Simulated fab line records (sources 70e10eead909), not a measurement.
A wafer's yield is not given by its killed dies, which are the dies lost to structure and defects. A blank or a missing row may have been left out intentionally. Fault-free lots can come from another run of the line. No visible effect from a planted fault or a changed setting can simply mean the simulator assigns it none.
A lot that was struck, set against a sound lot	flow nand_harc	41 steps out of a route of 1302
Sound: these wafers, L840.2, L840.4, L840.6. Wafers L848.2, L848.4, L848.6 were the ones struck. At the end, the cause is stated.
Each step with rows lists, per side, the tool, then ch with its chambers, then its first start. Under that, the readings that differ: sound wafers	struck wafers	difference of the means	sigmas: that difference in standard deviations of wafers without a fault.
alike: same words and numbers on both sides, and readings whose means sit less than 2 such deviations apart. not compared: any withheld reading, any reading some wafer has no value for, any bound like >300 that may hide the same value, and any number with overlapping values for which the record gives no deviation.
The two part at a step that has a row with sigmas, a row that says differs or no value, or rows on one side only. Non-overlapping numbers with no deviation appear without sigmas and do not part them. A reading missing from all wafers of one side parts the sides only when that side holds two or more wafers.

first, 6 steps without rows for these wafers: NHARC_A_CONTACT_COAT_02 (resist thk 90 nm); NHARC_A_CONTACT_SOFTBAKE_03 (time 55 s); NHARC_A_CONTACT_EBR_04; NHARC_A_CONTACT_EXPOSE_05 (exposes mask A CC); NHARC_A_CONTACT_PEB_06 (peb time 65 s); NHARC_A_CONTACT_DEVELOP_07 (develop time 35 s).
NHARC_A_CONTACT_CD_MEAS_08 targets a cd of 200 nm.
  sound on cd_sem-01 ch 0, day 25 10:58; struck on cd_sem-02 ch 0, day 28 21:06
  alike: cd_nm
NHARC_A_CONTACT_OVL_MEAS_09:
  sound on overlay-02, day 25 11:03; struck on overlay-02, day 28 21:11
reading	sound	struck	difference	sigmas
overlay_x_nm (nm)	-2.0 -1.6 -1.7	0.2 -0.3 0.7	+2.0	+3
  alike: overlay_y_nm
NHARC_A_CONTACT_INSPECT_10:
  sound on defect_inspect-01, day 25 11:05; struck on defect_inspect-02, day 28 21:13
  alike: raw_defect_count
then, 1 step without rows for these wafers: NHARC_A_CONTACT_DESCUM_13 (chemistry O2, time 3 s).
NHARC_A_CONTACT_ETCH_88: etches the open film in CF4, target depth 39 nm, time 65 s.
  sound on rie_diel-10 ch 0,1, day 25 11:14; struck on rie_diel-10 ch 0,1,3, day 28 21:22
  alike: bias_w, drypump_motor_current_A, oes_product_au, rf_vpp_V, showerhead_plenum_p_Torr, throttle_valve_pct
  not compared: rf_hours_counter_h
then, 1 step without rows for these wafers: NHARC_A_CONTACT_ETCH_89 (etches the open film in N2/H2, target depth 260 nm, time 475.3 s).
NHARC_A_CONTACT_ETCH_30: etches the open film in CF4/CHF3, target depth 72.6 nm, time 36.3 s.
  sound on rie_diel-10 ch 0,2,3, day 25 11:40; struck on rie_diel-10 ch 1,3, day 28 21:49
reading	sound	struck	difference	sigmas
oes_product_au (a.u.)	0.998 0.982 0.968	0.922 0.909 0.915	-0.067	-3
  alike: bias_w, drypump_motor_current_A, rf_vpp_V, showerhead_plenum_p_Torr, throttle_valve_pct
  not compared: rf_hours_counter_h
then, 3 steps without rows for these wafers: NHARC_A_CONTACT_ETCH_31 (etches the open film in O2/COS, target depth 2800 nm, time 728 s); NHARC_A_CONTACT_ETCH_134 (etches the open film in C4F8/O2/Ar, time 140 s, target depth 700 nm); NHARC_A_CONTACT_ETCH_135 (etches the open film in C4F8/O2/Ar, time 311 s, target depth 1912 nm).
NHARC_A_CONTACT_ETCH_136: etches the open film in C4F8/O2/Ar, time 311 s, target depth 1912 nm.
  sound on har_cap_etch-01 ch 0,1, day 25 12:54; struck on har_cap_etch-03 ch 0,1, day 28 22:52
  not compared: rf_hours_counter_h
then, 3 steps without rows for these wafers: NHARC_A_CONTACT_ETCH_137 (etches the open film in C4F8/O2/Ar, time 311 s, target depth 1912 nm); NHARC_A_CONTACT_ETCH_138 (etches the open film in C4F8/O2/Ar, time 311 s, target depth 1914 nm); NHARC_A_CONTACT_ETCH_139 (etches the open film in C4F8/O2/Ar, time 195 s, target depth 840 nm).
NHARC_A_CONTACT_ETCH_92: etches the open film in CH3F/O2, target depth 40 nm, time 85.7 s.
  sound on rie_diel-10 ch 0,1, day 25 14:38; struck on rie_diel-10 ch 0,1, day 29 00:14
  alike: bias_w, drypump_motor_current_A, oes_product_au, rf_vpp_V, showerhead_plenum_p_Torr, throttle_valve_pct
  not compared: rf_hours_counter_h
then, 1 step without rows for these wafers: NHARC_A_CONTACT_ETCH_98 (etches the open film in C4F6/O2, target depth 20 nm, time 10 s).
NHARC_A_CONTACT_CD_MEAS_15:
  sound on cd_sem-01, day 25 14:51; struck on cd_sem-01, day 29 00:28
  alike: cd_nm
then, 4 steps without rows for these wafers: NHARC_A_CONTACT_STRIP_107 (strips in N2/H2); NHARC_A_CONTACT_STRIP_108 (strips in CF4/CHF3); NHARC_A_CONTACT_STRIP_109 (strips in O2/COS); NHARC_A_CONTACT_ETCH_110 (etches the open film in CF4/O2, target depth 60 nm, overetch 6 nm, time 33 s).
NHARC_A_CONTACT_STRIP_26: strips in O2.
  sound on rie_diel-10 ch 0,2,3; struck on rie_diel-01 ch 0,2,3
  alike: drypump_motor_current_A, oes_product_au, rf_vpp_V, showerhead_plenum_p_Torr, throttle_valve_pct
  not compared: rf_hours_counter_h
then, 3 steps without rows for these wafers: NHARC_A_CONTACT_STRIP_27 (strips in post etch residue remover, time 600 s); NHARC_A_CONTACT_ALD_18 (deposits TiN, target thk 3 nm, pulse time 1 s, ald cycles 150); NHARC_A_CONTACT_CVD_19 (deposits W, target thk 300 nm, time 802 s).
NHARC_A_CONTACT_CMP_20: polishes, t overpolish 30 s, target thk 300 nm.
  sound on cmp-04 ch 2,3, day 25 16:53; struck on cmp-01 ch 0,1,2, day 29 02:31
  alike: motor_current_A, overpolish_run_s, slurry_filter_dp_kPa, time_to_endpoint_s
then, 8 steps without rows for these wafers: NHARC_A_CONTACT_SRD_22; NHARC_A_BLC_DEHYDRATE_00 (time 120 s); NHARC_A_BLC_HMDS_01 (time 30 s); NHARC_A_BLC_COAT_02 (time 75 s); NHARC_A_BLC_COAT_03 (time 65 s); NHARC_A_BLC_COAT_04 (resist thk 90 nm); NHARC_A_BLC_SOFTBAKE_05 (time 55 s); NHARC_A_BLC_EBR_06.
-- jump in the record: it breaks off in module A_BLC and resumes in module END (first step shown: number 1302 of the route), and 2 days separate the struck wafers' starts before and after --
NHARC_END_SORT_01:
  only the struck wafers appear in the record here, on prober-02 ch 0 at day 31 02:49; the sound ones have no rows

## WHERE THEY PART
First at NHARC_A_CONTACT_OVL_MEAS_09; last, within this record, at NHARC_END_SORT_01.

WHY: what the simulator had put in
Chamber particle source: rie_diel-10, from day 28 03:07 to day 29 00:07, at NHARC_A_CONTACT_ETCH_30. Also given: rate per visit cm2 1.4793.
